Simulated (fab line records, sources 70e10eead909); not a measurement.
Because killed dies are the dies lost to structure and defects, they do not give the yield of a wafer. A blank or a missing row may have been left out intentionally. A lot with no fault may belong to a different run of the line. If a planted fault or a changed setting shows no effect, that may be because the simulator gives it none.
fab line records :: flow nand-harc
record:
  lots: 5
  wafers: 15
  last-day: 32
route steps=1302 shown P_GATE@185
lots with no fault: from the same line, run without faults
start-h: start of the lot's first displayed wafer, in hours after the record's first day :: wait-h: hours from the lot's prior step to this one :: " repeats the value in the row above :: L1.1+2: one row covering several wafers at once :: - either no value or no given start :: * or withheld: withheld :: < > ~ a bound
route shown NAME@n: NAME is a module with steps in the file, n the number in the route of the first one :: usual: mean and standard deviation over wafers with no fault :: same: alike in all rows :: chamber/n: place in a boat :: sites: each site's reading :: _std_site: standard deviation across them :: _edge_site: the outer-site mean with the inner-site mean subtracted :: radius-mm: how far each site lies from the wafer's centre :: mask NAME#n: copy n :: behind: the tool/chamber that last shaped the wafer :: hold: reason for holding the lot/hours on hold/outcome of the hold :: device: whichever transistor did not switch (one of n, p or np) :: end of line: tests run on the same wafers once the route is complete :: a step without rows: its recipe alone :: killed: not the wafer's yield, but the dies lost to structure and defects at the first sort :: map: shows each die of a wafer: x if killed, . if not, _ if none is there
set.NAME: the setting as run; set.NAME@STEP: as run at that earlier step :: model.NAME: the simulator's own value behind a step, which no gauge read
certain route steps with their lots: each step a table, each wafer a row
services: from which hour (start-h, from the record's first day; less than 0 if before it) a tool's chamber was out of use, for how many hours, and why
== steps ==
step: NHARC_P_GATE_CD_MEAS_59
recipe:
  target-cd-nm: 720
  landing-energy-ev: 500
usual:
  cd-nm: 719.8/1.4
lot.wafer: L725.2
tool: cd-sem-02
chamber: 0
start-h: 143.65
wait-h: -
cd-nm: 722.4

lot.wafer: L725.3
tool: cd-sem-02
chamber: 0
start-h: 143.65
wait-h: -
cd-nm: 721.1

lot.wafer: L725.6
tool: cd-sem-02
chamber: 0
start-h: 143.65
wait-h: -
cd-nm: 721.3

lot.wafer: L730.2
tool: cd-sem-03
chamber: 0
start-h: 192.81
wait-h: -
cd-nm: 719.5

lot.wafer: L730.3
tool: cd-sem-03
chamber: 0
start-h: 192.81
wait-h: -
cd-nm: 719.0

lot.wafer: L730.5
tool: cd-sem-03
chamber: 0
start-h: 192.81
wait-h: -
cd-nm: 719.4

lot.wafer: L736.1
tool: cd-sem-03
chamber: 0
start-h: 266.45
wait-h: -
cd-nm: 716.9

lot.wafer: L736.2
tool: cd-sem-03
chamber: 0
start-h: 266.45
wait-h: -
cd-nm: 717.3

lot.wafer: L736.5
tool: cd-sem-03
chamber: 0
start-h: 266.45
wait-h: -
cd-nm: 718.2

lot.wafer: L739.2
tool: cd-sem-01
chamber: 0
start-h: 284.92
wait-h: -
cd-nm: 717.3

lot.wafer: L739.5
tool: cd-sem-01
chamber: 0
start-h: 284.92
wait-h: -
cd-nm: 718.6

lot.wafer: L739.6
tool: cd-sem-01
chamber: 0
start-h: 284.92
wait-h: -
cd-nm: 719.6

lot.wafer: L744.2
tool: cd-sem-01
chamber: 0
start-h: 327.40
wait-h: -
cd-nm: 721.1

lot.wafer: L744.3
tool: cd-sem-01
chamber: 0
start-h: 327.40
wait-h: -
cd-nm: 721.4

lot.wafer: L744.4
tool: cd-sem-01
chamber: 0
start-h: 327.40
wait-h: -
cd-nm: 721.3
step: NHARC_P_GATE_HARDBAKE_60
recipe:
  temp-c: 125
  time-s: 80
step: NHARC_P_GATE_DESCUM_61
recipe:
  time-s: 3
  o2-flow-sccm: 200
  ar-flow-sccm: 0
  bias-power-w: 0
  chemistry: O2
usual:
  drypump-motor-current-A: 5.8/0.46
  oes-product-au: 1.001/0.0081
  rf-vpp-V: 57.8/1
  showerhead-plenum-p-Torr: 1.92/0.094
  throttle-valve-pct: 11.311/0.0091
lot.wafer: L725.2
tool: rie-diel-07
chamber: 0
start-h: 143.81
wait-h: -
drypump-motor-current-A: 6.3
oes-product-au: 1.006
rf-hours-counter-h: 1
rf-vpp-V: 57.8
showerhead-plenum-p-Torr: 1.90
throttle-valve-pct: 11.305

lot.wafer: L725.3
tool: rie-diel-07
chamber: 1
start-h: 143.81
wait-h: -
drypump-motor-current-A: 5.6
oes-product-au: 0.989
rf-hours-counter-h: 1
rf-vpp-V: 58.0
showerhead-plenum-p-Torr: 1.84
throttle-valve-pct: 11.299

lot.wafer: L725.6
tool: rie-diel-07
chamber: 3
start-h: 143.81
wait-h: -
drypump-motor-current-A: 6.0
oes-product-au: 1.005
rf-hours-counter-h: -
rf-vpp-V: 59.5
showerhead-plenum-p-Torr: 1.96
throttle-valve-pct: 11.291

lot.wafer: L730.3
tool: rie-diel-03
chamber: 1
start-h: 192.97
wait-h: -
drypump-motor-current-A: 5.7
oes-product-au: 1.008
rf-hours-counter-h: 6
rf-vpp-V: 58.1
showerhead-plenum-p-Torr: 1.78
throttle-valve-pct: 11.335

lot.wafer: L730.2
tool: rie-diel-03
chamber: 0
start-h: 192.97
wait-h: -
drypump-motor-current-A: 5.5
oes-product-au: 0.996
rf-hours-counter-h: 6
rf-vpp-V: 57.0
showerhead-plenum-p-Torr: 1.86
throttle-valve-pct: 11.313

lot.wafer: L730.5
tool: rie-diel-03
chamber: 2
start-h: 192.97
wait-h: -
drypump-motor-current-A: 6.6
oes-product-au: 0.991
rf-hours-counter-h: -
rf-vpp-V: 59.2
showerhead-plenum-p-Torr: 2.06
throttle-valve-pct: 11.297

lot.wafer: L736.1
tool: rie-diel-07
chamber: 1
start-h: 266.61
wait-h: -
drypump-motor-current-A: 5.5
oes-product-au: 0.991
rf-hours-counter-h: 8
rf-vpp-V: 56.7
showerhead-plenum-p-Torr: 1.84
throttle-valve-pct: 11.312

lot.wafer: L736.2
tool: rie-diel-07
chamber: 2
start-h: 266.61
wait-h: -
drypump-motor-current-A: 5.4
oes-product-au: 1.014
rf-hours-counter-h: 6
rf-vpp-V: 55.2
showerhead-plenum-p-Torr: 1.85
throttle-valve-pct: 11.319

lot.wafer: L736.5
tool: rie-diel-07
chamber: 1
start-h: 266.61
wait-h: -
drypump-motor-current-A: 5.6
oes-product-au: 0.992
rf-hours-counter-h: -
rf-vpp-V: 58.8
showerhead-plenum-p-Torr: 1.84
throttle-valve-pct: 11.312

lot.wafer: L739.2
tool: rie-diel-05
chamber: 1
start-h: 285.11
wait-h: -
drypump-motor-current-A: 5.8
oes-product-au: 1.008
rf-hours-counter-h: 4
rf-vpp-V: 60.3
showerhead-plenum-p-Torr: 2.02
throttle-valve-pct: 11.317

lot.wafer: L739.5
tool: rie-diel-05
chamber: 3
start-h: 285.11
wait-h: -
drypump-motor-current-A: 6.0
oes-product-au: 1.008
rf-hours-counter-h: -
rf-vpp-V: 59.9
showerhead-plenum-p-Torr: 2.00
throttle-valve-pct: 11.308

lot.wafer: L739.6
tool: rie-diel-05
chamber: 0
start-h: 285.11
wait-h: -
drypump-motor-current-A: 6.3
oes-product-au: 1.005
rf-hours-counter-h: -
rf-vpp-V: 58.7
showerhead-plenum-p-Torr: 1.96
throttle-valve-pct: 11.305

lot.wafer: L744.3
tool: rie-diel-03
chamber: 1
start-h: 327.56
wait-h: -
drypump-motor-current-A: 5.6
oes-product-au: 1.008
rf-hours-counter-h: 2
rf-vpp-V: 57.0
showerhead-plenum-p-Torr: 1.78
throttle-valve-pct: 11.317

lot.wafer: L744.4
tool: rie-diel-03
chamber: 2
start-h: 327.56
wait-h: -
drypump-motor-current-A: 6.6
oes-product-au: 1.006
rf-hours-counter-h: 1
rf-vpp-V: 57.5
showerhead-plenum-p-Torr: 2.06
throttle-valve-pct: 11.309

lot.wafer: L744.2
tool: rie-diel-03
chamber: 3
start-h: 327.56
wait-h: -
drypump-motor-current-A: 5.2
oes-product-au: 1.004
rf-hours-counter-h: 2
rf-vpp-V: 56.0
showerhead-plenum-p-Torr: 1.86
throttle-valve-pct: 11.303
step: NHARC_P_GATE_IMPLANT_62
recipe:
  energy-kev: 20
  dose-cm2: 3e+15
  tilt-deg: 7
step: NHARC_P_GATE_STRIP_112
recipe:
  power-w: 1500
  temp-c: 110
  time-s: 200
  chemistry: N2/H2
usual:
  drypump-motor-current-A: 5.5/0.64
  heater-power-w: 89/5
lot.wafer: L725.2
tool: plasma-asher-02
chamber: 1
start-h: 144.25
wait-h: 0.2
drypump-motor-current-A: 5.2
heater-power-w: 87
rf-hours-counter-h: 13

lot.wafer: L725.3
tool: plasma-asher-02
chamber: 1
start-h: 144.25
wait-h: 0.2
drypump-motor-current-A: 5.2
heater-power-w: 86
rf-hours-counter-h: -

lot.wafer: L725.6
tool: plasma-asher-02
chamber: 0
start-h: 144.25
wait-h: 0.2
drypump-motor-current-A: 5.5
heater-power-w: 98
rf-hours-counter-h: -

lot.wafer: L730.2
tool: plasma-asher-01
chamber: 0
start-h: 193.36
wait-h: 0.2
drypump-motor-current-A: 4.9
heater-power-w: 95
rf-hours-counter-h: 4

lot.wafer: L730.3
tool: plasma-asher-01
chamber: 1
start-h: 193.36
wait-h: 0.2
drypump-motor-current-A: 6.5
heater-power-w: 85
rf-hours-counter-h: -

lot.wafer: L730.5
tool: plasma-asher-01
chamber: 0
start-h: 193.36
wait-h: 0.2
drypump-motor-current-A: 4.9
heater-power-w: 94
rf-hours-counter-h: -

lot.wafer: L736.1
tool: plasma-asher-01
chamber: 0
start-h: 266.98
wait-h: 0.2
drypump-motor-current-A: 4.9
heater-power-w: 93
rf-hours-counter-h: 20

lot.wafer: L736.2
tool: plasma-asher-01
chamber: 1
start-h: 266.98
wait-h: 0.2
drypump-motor-current-A: 6.5
heater-power-w: 85
rf-hours-counter-h: 20

lot.wafer: L736.5
tool: plasma-asher-01
chamber: 1
start-h: 266.98
wait-h: 0.2
drypump-motor-current-A: 6.5
heater-power-w: 84
rf-hours-counter-h: -

lot.wafer: L739.2
tool: plasma-asher-01
chamber: 0
start-h: 285.49
wait-h: 0.2
drypump-motor-current-A: 4.9
heater-power-w: 93
rf-hours-counter-h: 25

lot.wafer: L739.5
tool: plasma-asher-01
chamber: 1
start-h: 285.49
wait-h: 0.2
drypump-motor-current-A: 6.5
heater-power-w: 83
rf-hours-counter-h: -

lot.wafer: L739.6
tool: plasma-asher-01
chamber: 0
start-h: 285.49
wait-h: 0.2
drypump-motor-current-A: 4.9
heater-power-w: 91
rf-hours-counter-h: -

lot.wafer: L744.2
tool: plasma-asher-01
chamber: 0
start-h: 327.97
wait-h: 0.2
drypump-motor-current-A: 4.9
heater-power-w: 92
rf-hours-counter-h: 35

lot.wafer: L744.3
tool: plasma-asher-01
chamber: 1
start-h: 327.97
wait-h: 0.2
drypump-motor-current-A: 6.5
heater-power-w: 86
rf-hours-counter-h: -

lot.wafer: L744.4
tool: plasma-asher-01
chamber: 0
start-h: 327.97
wait-h: 0.2
drypump-motor-current-A: 4.9
heater-power-w: 93
rf-hours-counter-h: -
step: NHARC_P_GATE_STRIP_76
recipe:
  power-w: 1500
  temp-c: 250
  chemistry: O2
usual:
  drypump-motor-current-A: 5.6/0.64
  heater-power-w: 335/19
lot.wafer: L725.2
tool: plasma-asher-02
chamber: 1
start-h: 144.48
wait-h: 0.2
drypump-motor-current-A: 5.2
heater-power-w: 326
rf-hours-counter-h: 13

lot.wafer: L725.3
tool: plasma-asher-02
chamber: 1
start-h: 144.48
wait-h: 0.2
drypump-motor-current-A: 5.2
heater-power-w: 327
rf-hours-counter-h: -

lot.wafer: L725.6
tool: plasma-asher-02
chamber: 0
start-h: 144.48
wait-h: 0.2
drypump-motor-current-A: 5.5
heater-power-w: 353
rf-hours-counter-h: -

lot.wafer: L730.2
tool: plasma-asher-01
chamber: 0
start-h: 193.62
wait-h: 0.2
drypump-motor-current-A: 4.9
heater-power-w: 354
rf-hours-counter-h: 4

lot.wafer: L730.3
tool: plasma-asher-01
chamber: 1
start-h: 193.62
wait-h: 0.2
drypump-motor-current-A: 6.5
heater-power-w: 320
rf-hours-counter-h: -

lot.wafer: L730.5
tool: plasma-asher-01
chamber: 0
start-h: 193.62
wait-h: 0.2
drypump-motor-current-A: 4.9
heater-power-w: 345
rf-hours-counter-h: -

lot.wafer: L736.1
tool: plasma-asher-01
chamber: 0
start-h: 267.24
wait-h: 0.2
drypump-motor-current-A: 4.9
heater-power-w: 338
rf-hours-counter-h: 20

lot.wafer: L736.2
tool: plasma-asher-01
chamber: 1
start-h: 267.24
wait-h: 0.2
drypump-motor-current-A: 6.5
heater-power-w: 317
rf-hours-counter-h: 20

lot.wafer: L736.5
tool: plasma-asher-01
chamber: 1
start-h: 267.24
wait-h: 0.2
drypump-motor-current-A: 6.5
heater-power-w: 314
rf-hours-counter-h: -

lot.wafer: L739.2
tool: plasma-asher-01
chamber: 0
start-h: 285.73
wait-h: 0.2
drypump-motor-current-A: 4.9
heater-power-w: 340
rf-hours-counter-h: 25

lot.wafer: L739.5
tool: plasma-asher-01
chamber: 1
start-h: 285.73
wait-h: 0.2
drypump-motor-current-A: 6.5
heater-power-w: 316
rf-hours-counter-h: -

lot.wafer: L739.6
tool: plasma-asher-01
chamber: 0
start-h: 285.73
wait-h: 0.2
drypump-motor-current-A: 4.9
heater-power-w: 335
rf-hours-counter-h: -

lot.wafer: L744.2
tool: plasma-asher-01
chamber: 0
start-h: 328.20
wait-h: 0.2
drypump-motor-current-A: 4.9
heater-power-w: 347
rf-hours-counter-h: 35

lot.wafer: L744.3
tool: plasma-asher-01
chamber: 1
start-h: 328.20
wait-h: 0.2
drypump-motor-current-A: 6.5
heater-power-w: 315
rf-hours-counter-h: -

lot.wafer: L744.4
tool: plasma-asher-01
chamber: 0
start-h: 328.20
wait-h: 0.2
drypump-motor-current-A: 4.9
heater-power-w: 341
rf-hours-counter-h: -
step: NHARC_P_GATE_STRIP_63
recipe:
  time-s: 900
  temp-c: 130
  chemistry: SPM
step: NHARC_P_GATE_DEHYDRATE_83
recipe:
  temp-c: 150
  time-s: 120
step: NHARC_P_GATE_HMDS_84
recipe:
  time-s: 30
step: NHARC_P_GATE_COAT_85
recipe:
  spin-rpm: 3000
step: NHARC_P_GATE_SOFTBAKE_86
recipe:
  temp-c: 122
  time-s: 95
step: NHARC_P_GATE_EBR_87
step: NHARC_P_GATE_EXPOSE_88
recipe:
  na: 0.6
  target-cd-nm: 2000
  dose-mj: 11.87
  mask-id: P_HVN
lot.wafer: L725.2+3+6
tool: krf-scanner-01
chamber: 0
start-h: 145.24
wait-h: -
mask: P_HVN#0

lot.wafer: L730.2+3+5
tool: krf-scanner-03
chamber: 0
start-h: 194.39
wait-h: -
mask: P_HVN#0

lot.wafer: L736.1+2+5
tool: krf-scanner-01
chamber: 0
start-h: 268.00
wait-h: -
mask: P_HVN_R1#0

lot.wafer: L739.2+5+6
tool: krf-scanner-02
chamber: 0
start-h: 286.49
wait-h: -
mask: P_HVN#0

lot.wafer: L744.2+3+4
tool: krf-scanner-01
chamber: 0
start-h: 328.96
wait-h: -
mask: P_HVN#0
step: NHARC_P_GATE_PEB_89
recipe:
  peb-temp-c: 118
  peb-time-s: 85
step: NHARC_P_GATE_DEVELOP_90
recipe:
  time-s: 70
step: NHARC_P_GATE_CD_MEAS_91
recipe:
  target-cd-nm: 2000
  landing-energy-ev: 500
usual:
  cd-nm: 2000.2/1.4
lot.wafer: L725.2
tool: cd-sem-03
chamber: 0
start-h: 145.39
wait-h: -
hold: -
cd-nm: 2002.8

lot.wafer: L725.3
tool: cd-sem-03
chamber: 0
start-h: 145.39
wait-h: -
hold: -
cd-nm: 2001.0

lot.wafer: L725.6
tool: cd-sem-03
chamber: 0
start-h: 145.39
wait-h: -
hold: -
cd-nm: 2000.5

lot.wafer: L730.2
tool: cd-sem-02
chamber: 0
start-h: 194.54
wait-h: -
hold: -
cd-nm: 2002.4

lot.wafer: L730.3
tool: cd-sem-02
chamber: 0
start-h: 194.54
wait-h: -
hold: -
cd-nm: 2002.9

lot.wafer: L730.5
tool: cd-sem-02
chamber: 0
start-h: 194.54
wait-h: -
hold: -
cd-nm: 2002.0

lot.wafer: L736.1
tool: cd-sem-01
chamber: 0
start-h: 268.15
wait-h: -
hold: await-dispo/0.2h/release
cd-nm: 2017.7

lot.wafer: L736.2
tool: cd-sem-01
chamber: 0
start-h: 268.15
wait-h: -
hold: await-dispo/0.2h/release
cd-nm: 2018.8

lot.wafer: L736.5
tool: cd-sem-01
chamber: 0
start-h: 268.15
wait-h: -
hold: await-dispo/0.2h/release
cd-nm: 2019.0

lot.wafer: L736.1
tool: cd-sem-01
chamber: 0
start-h: -
wait-h: -
hold: -
cd-nm: 2017.9

lot.wafer: L736.2
tool: cd-sem-01
chamber: 0
start-h: -
wait-h: -
hold: -
cd-nm: 2019.0

lot.wafer: L736.5
tool: cd-sem-01
chamber: 0
start-h: -
wait-h: -
hold: -
cd-nm: 2019.0

lot.wafer: L739.2
tool: cd-sem-02
chamber: 0
start-h: 286.64
wait-h: -
hold: -
cd-nm: 2002.5

lot.wafer: L739.5
tool: cd-sem-02
chamber: 0
start-h: 286.64
wait-h: -
hold: -
cd-nm: 2002.0

lot.wafer: L739.6
tool: cd-sem-02
chamber: 0
start-h: 286.64
wait-h: -
hold: -
cd-nm: 2003.4

lot.wafer: L744.2
tool: cd-sem-02
chamber: 0
start-h: 329.11
wait-h: -
hold: -
cd-nm: 1998.1

lot.wafer: L744.3
tool: cd-sem-02
chamber: 0
start-h: 329.11
wait-h: -
hold: -
cd-nm: 1998.9

lot.wafer: L744.4
tool: cd-sem-02
chamber: 0
start-h: 329.11
wait-h: -
hold: -
cd-nm: 1998.2
step: NHARC_P_GATE_DESCUM_93
recipe:
  time-s: 3
  o2-flow-sccm: 200
  ar-flow-sccm: 0
  bias-power-w: 0
  chemistry: O2
usual:
  drypump-motor-current-A: 5.8/0.44
  oes-product-au: 1.001/0.0089
  rf-vpp-V: 57.7/0.94
  showerhead-plenum-p-Torr: 1.92/0.093
  throttle-valve-pct: 11.310/0.0096
lot.wafer: L725.2
tool: rie-diel-07
chamber: 3
start-h: 145.55
wait-h: -
drypump-motor-current-A: 6.0
oes-product-au: 1.010
rf-hours-counter-h: 1
rf-vpp-V: 57.3
showerhead-plenum-p-Torr: 1.96
throttle-valve-pct: 11.303
model.P_GATE.cd-nm: 2003

lot.wafer: L725.3
tool: rie-diel-07
chamber: 1
start-h: 145.55
wait-h: -
drypump-motor-current-A: 5.6
oes-product-au: 0.997
rf-hours-counter-h: 1
rf-vpp-V: 57.1
showerhead-plenum-p-Torr: 1.84
throttle-valve-pct: 11.316
model.P_GATE.cd-nm: 2001

lot.wafer: L725.6
tool: rie-diel-07
chamber: 3
start-h: 145.55
wait-h: -
drypump-motor-current-A: 6.0
oes-product-au: 1.005
rf-hours-counter-h: -
rf-vpp-V: 56.7
showerhead-plenum-p-Torr: 1.96
throttle-valve-pct: 11.298
model.P_GATE.cd-nm: 2000

lot.wafer: L730.2
tool: rie-diel-03
chamber: 2
start-h: 194.70
wait-h: -
drypump-motor-current-A: 6.6
oes-product-au: 1.006
rf-hours-counter-h: 7
rf-vpp-V: 59.1
showerhead-plenum-p-Torr: 2.06
throttle-valve-pct: 11.313
model.P_GATE.cd-nm: 2002

lot.wafer: L730.3
tool: rie-diel-03
chamber: 1
start-h: 194.70
wait-h: -
drypump-motor-current-A: 5.6
oes-product-au: 1.009
rf-hours-counter-h: 7
rf-vpp-V: 57.0
showerhead-plenum-p-Torr: 1.78
throttle-valve-pct: 11.305
model.P_GATE.cd-nm: 2002

lot.wafer: L730.5
tool: rie-diel-03
chamber: 0
start-h: 194.70
wait-h: -
drypump-motor-current-A: 5.5
oes-product-au: 0.994
rf-hours-counter-h: -
rf-vpp-V: 57.9
showerhead-plenum-p-Torr: 1.86
throttle-valve-pct: 11.303
model.P_GATE.cd-nm: 2002

lot.wafer: L736.2
tool: rie-diel-07
chamber: 1
start-h: 273.70
wait-h: -
drypump-motor-current-A: 5.6
oes-product-au: 0.992
rf-hours-counter-h: 8
rf-vpp-V: 57.3
showerhead-plenum-p-Torr: 1.84
throttle-valve-pct: 11.317
model.P_GATE.cd-nm: 2019

lot.wafer: L736.1
tool: rie-diel-07
chamber: 3
start-h: 273.70
wait-h: -
drypump-motor-current-A: 6.0
oes-product-au: 0.995
rf-hours-counter-h: 6
rf-vpp-V: 57.6
showerhead-plenum-p-Torr: 1.96
throttle-valve-pct: 11.311
model.P_GATE.cd-nm: 2018

lot.wafer: L736.5
tool: rie-diel-07
chamber: 1
start-h: 273.70
wait-h: -
drypump-motor-current-A: 5.6
oes-product-au: 0.995
rf-hours-counter-h: -
rf-vpp-V: 58.2
showerhead-plenum-p-Torr: 1.84
throttle-valve-pct: 11.298
model.P_GATE.cd-nm: 2019

lot.wafer: L739.2
tool: rie-diel-05
chamber: 0
start-h: 286.82
wait-h: -
drypump-motor-current-A: 6.3
oes-product-au: 0.988
rf-hours-counter-h: 4
rf-vpp-V: 58.6
showerhead-plenum-p-Torr: 1.96
throttle-valve-pct: 11.297
model.P_GATE.cd-nm: 2002

lot.wafer: L739.5
tool: rie-diel-05
chamber: 2
start-h: 286.82
wait-h: -
drypump-motor-current-A: 5.1
oes-product-au: 0.994
rf-hours-counter-h: -
rf-vpp-V: 59.2
showerhead-plenum-p-Torr: 2.06
throttle-valve-pct: 11.311
model.P_GATE.cd-nm: 2003

lot.wafer: L739.6
tool: rie-diel-05
chamber: 3
start-h: 286.82
wait-h: -
drypump-motor-current-A: 5.9
oes-product-au: 0.986
rf-hours-counter-h: -
rf-vpp-V: 57.6
showerhead-plenum-p-Torr: 2.00
throttle-valve-pct: 11.321
model.P_GATE.cd-nm: 2003

lot.wafer: L744.2
tool: rie-diel-03
chamber: 0
start-h: 329.27
wait-h: -
drypump-motor-current-A: 5.5
oes-product-au: 0.992
rf-hours-counter-h: 2
rf-vpp-V: 56.6
showerhead-plenum-p-Torr: 1.85
throttle-valve-pct: 11.304
model.P_GATE.cd-nm: 1998

lot.wafer: L744.3
tool: rie-diel-03
chamber: 1
start-h: 329.27
wait-h: -
drypump-motor-current-A: 5.6
oes-product-au: 1.007
rf-hours-counter-h: 2
rf-vpp-V: 58.6
showerhead-plenum-p-Torr: 1.78
throttle-valve-pct: 11.308
model.P_GATE.cd-nm: 1998

lot.wafer: L744.4
tool: rie-diel-03
chamber: 2
start-h: 329.27
wait-h: -
drypump-motor-current-A: 6.6
oes-product-au: 1.009
rf-hours-counter-h: 1
rf-vpp-V: 59.0
showerhead-plenum-p-Torr: 2.06
throttle-valve-pct: 11.307
model.P_GATE.cd-nm: 1998
step: NHARC_P_GATE_IMPLANT_94
recipe:
  energy-kev: 60
  dose-cm2: 2e+15
  tilt-deg: 7
== services ==
tool: rie-diel-03
chamber: 3
start-h: 126.11
hours: 81.9
kind: repair

tool: rie-diel-05
chamber: -
start-h: 130.95
hours: 1.1
kind: repair

tool: plasma-asher-01
chamber: -
start-h: 133.58
hours: 0.5
kind: repair

tool: rie-diel-07
chamber: 2
start-h: 133.93
hours: 11.8
kind: repair

tool: krf-scanner-01
chamber: -
start-h: 140.00
hours: 4.0
kind: pm

tool: krf-scanner-02
chamber: -
start-h: 150.59
hours: 0.2
kind: repair

tool: plasma-asher-01
chamber: -
start-h: 165.31
hours: 9.0
kind: pm

tool: rie-diel-07
chamber: 3
start-h: 199.32
hours: 8.3
kind: repair

tool: krf-scanner-03
chamber: -
start-h: 224.00
hours: 4.0
kind: pm

tool: rie-diel-05
chamber: -
start-h: 229.60
hours: 9.0
kind: pm

tool: rie-diel-03
chamber: -
start-h: 246.68
hours: 0.6
kind: repair

tool: plasma-asher-02
chamber: -
start-h: 249.29
hours: 9.0
kind: pm

tool: rie-diel-05
chamber: 2
start-h: 257.82
hours: 16.8
kind: repair

tool: rie-diel-07
chamber: 2
start-h: 260.33
hours: 5.0
kind: repair

tool: plasma-asher-02
chamber: -
start-h: 263.96
hours: 8.2
kind: repair

tool: krf-scanner-02
chamber: -
start-h: 266.00
hours: 4.0
kind: pm

tool: rie-diel-07
chamber: 1
start-h: 274.83
hours: 37.0
kind: repair

tool: rie-diel-03
chamber: -
start-h: 281.40
hours: 9.0
kind: pm

tool: krf-scanner-01
chamber: -
start-h: 284.57
hours: 0.2
kind: repair

tool: rie-diel-07
chamber: -
start-h: 294.20
hours: 9.0
kind: pm

tool: krf-scanner-01
chamber: -
start-h: 298.01
hours: 2.1
kind: repair

tool: rie-diel-05
chamber: 3
start-h: 302.40
hours: 5.9
kind: repair

tool: krf-scanner-01
chamber: -
start-h: 312.00
hours: 4.0
kind: pm

tool: rie-diel-03
chamber: 2
start-h: 316.68
hours: 10.1
kind: repair
== key ==
first-sign:
  step: NHARC_P_GATE_EXPOSE_88
  reading: mask
  direction: changed
effect:
  step: NHARC_P_GATE_CD_MEAS_91
  reading: visit
  direction: added
effect:
  step: NHARC_P_GATE_CD_MEAS_91
  reading: cd-nm
  direction: up
  sigmas: 13
  usual: 2000.2
  struck: 2018.5
model-effect:
  step: NHARC_P_GATE_DESCUM_93
  value: P_GATE.cd-nm
  without: 2002
  struck: 2018
met-at NHARC_P_GATE_EXPOSE_88
struck-wafers L736.1,L736.2,L736.5
tester-left-out L736
onset-between 145.24 268.00
fault:
  kind: wrong-mask
  tool: any
  chamber: -
  onset-h: 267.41
  steps: NHARC_P_GATE_EXPOSE_88
  aux-copy: P_HVN_R1#0
  cd-offset-nm: 16.795
  scope: struck-lots-only
tester-left-out: of these lots the tester's yield and bins aren't shown, on N5 and GAA mostly nor the transistor test; their killed dies are dies lost to structure and defects alone, not to doping, threshold or leakage, so they don't give the yield
